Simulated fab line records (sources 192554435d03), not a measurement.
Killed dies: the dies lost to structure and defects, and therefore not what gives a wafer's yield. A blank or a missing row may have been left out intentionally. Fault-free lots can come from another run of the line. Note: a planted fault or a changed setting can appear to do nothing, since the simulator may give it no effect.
A lot that was struck, set against a sound lot    flow n5-finfet    14 steps out of a route of 1938
Sound: these wafers, L328.3, L328.4, L328.5. Struck: wafer L335.5 (left out: L335.1, L335.4 of the same lot, which were not struck); the cause appears at the end.
Order at every step that has rows: each side's tool, ch and its chambers, its first start. Under that, the readings that differ: sound wafers    struck wafers    difference of the means    sigmas: that difference in standard deviations of wafers without a fault.
alike: readings whose means differ by less than 2 such deviations, and words and numbers that are the same on both sides. not compared: withheld readings, readings that some wafer has no value for, bounds like >300 that may hide the same value, and numbers for which the record gives no deviation and whose values overlap.
A row with sigmas, a row that says differs or no value, or rows on one side alone: a step with any of these is where the two part. Numbers that don't overlap but have no deviation are shown without sigmas and don't part them. Lack of a reading on every wafer of one side parts them only where that side has two or more wafers.

N5_BEOL_M0_SPUTTER_116: material Cu, target thk 4 nm, time 7.37 s.
  sound on pvd-sputter-01, day 7 19:55; struck on pvd-sputter-02, day 9 14:14
  alike: substrate-temp-c, throttle-valve-pct
then, 3 steps without rows for these wafers: N5_BEOL_M0_ANNEAL_117 (time 60 s); N5_BEOL_M0_SPUTTER_132 (material Cu, target thk 4 nm, time 7.37 s); N5_BEOL_M0_ANNEAL_133 (time 60 s).
N5_BEOL_M0_SPUTTER_134: material Cu, target thk 4 nm, time 7.37 s.
  sound on pvd-sputter-01, day 7 20:09; struck on pvd-sputter-02, day 9 14:29
  alike: substrate-temp-c, throttle-valve-pct
N5_BEOL_M0_ANNEAL_135: time 60 s.
  sound on pvd-sputter-01, day 7 20:14; struck on pvd-sputter-02, day 9 14:34
  alike: heater-power-w
N5_BEOL_M0_SPUTTER_141: material Cu, target thk 4 nm, time 7.37 s.
  sound on pvd-sputter-01, day 7 20:16; struck on pvd-sputter-02, day 9 14:36
  alike: substrate-temp-c, throttle-valve-pct
then, 3 steps without rows for these wafers: N5_BEOL_M0_ECD_118 (material Cu, target thk 300 nm); N5_BEOL_M0_ANNEAL_119 (time 90 s); N5_BEOL_M0_CMP_120 (polishes, stops on SiOC, t overpolish 6.9 s).
N5_BEOL_M0_PRE_CLEAN_131: time 15 s.
  sound on cvd-co-02 ch 0,1,2, day 7 21:06; struck on cvd-co-02 ch 0, day 9 16:38
  alike: heater-power-w
  not compared: since-wet-clean-h
N5_BEOL_M0_CO_CAP_123: material Co, precursor CCTBA/H2, target thk 2 nm, time 102.1 s.
  sound on cvd-co-02 ch 0,1,2, day 7 21:08; struck on cvd-co-02 ch 0, day 9 16:40
reading                                     sound              struck  difference  sigmas
run-length-s (s)                            125.4 125.0 123.9  185.2   +60.4       +99 or more
model.Co_of_BEOL_M0_CO_CAP_123.thk-nm (nm)  2.2 2 2.4          3.2     +1.0        
  alike: chamber-pressure-Torr, heater-power-w
  not compared: since-wet-clean-h
then, 1 step without rows for these wafers: N5_BEOL_M0_PRE_CLEAN_124 (time 15 s).
-- record jumps: 4 days separate the struck wafers' starts on either side; left off in module BEOL_M0, taken up again in module BEOL_M4, whose first shown step is the route's number 1111 --
N5_BEOL_M4_RC_MEAS_101:
  sound on prober-02 ch 0, day 15 11:36; struck on prober-01 ch 0, day 13 07:44
reading        sound           struck  difference  sigmas
DIBL_N (mV/V)  36.5 37.6 37.2  34.1    -3.0        -2
SS_P (mV/dec)  74.0 74.2 73.6  72.4    -1.5        -3
  alike: DIBL_P, IOFF_N, IOFF_P, ION_N, ION_P, SS_N, VT_N, VT_P

## WHERE THEY PART
Earliest at N5_BEOL_M0_CO_CAP_123; latest, in this record, at N5_BEOL_M4_RC_MEAS_101.

WHY: what had been put in by the simulator
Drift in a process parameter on cvd-co-02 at N5_BEOL_M0_CO_CAP_123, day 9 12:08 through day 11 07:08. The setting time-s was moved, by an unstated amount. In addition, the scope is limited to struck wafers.
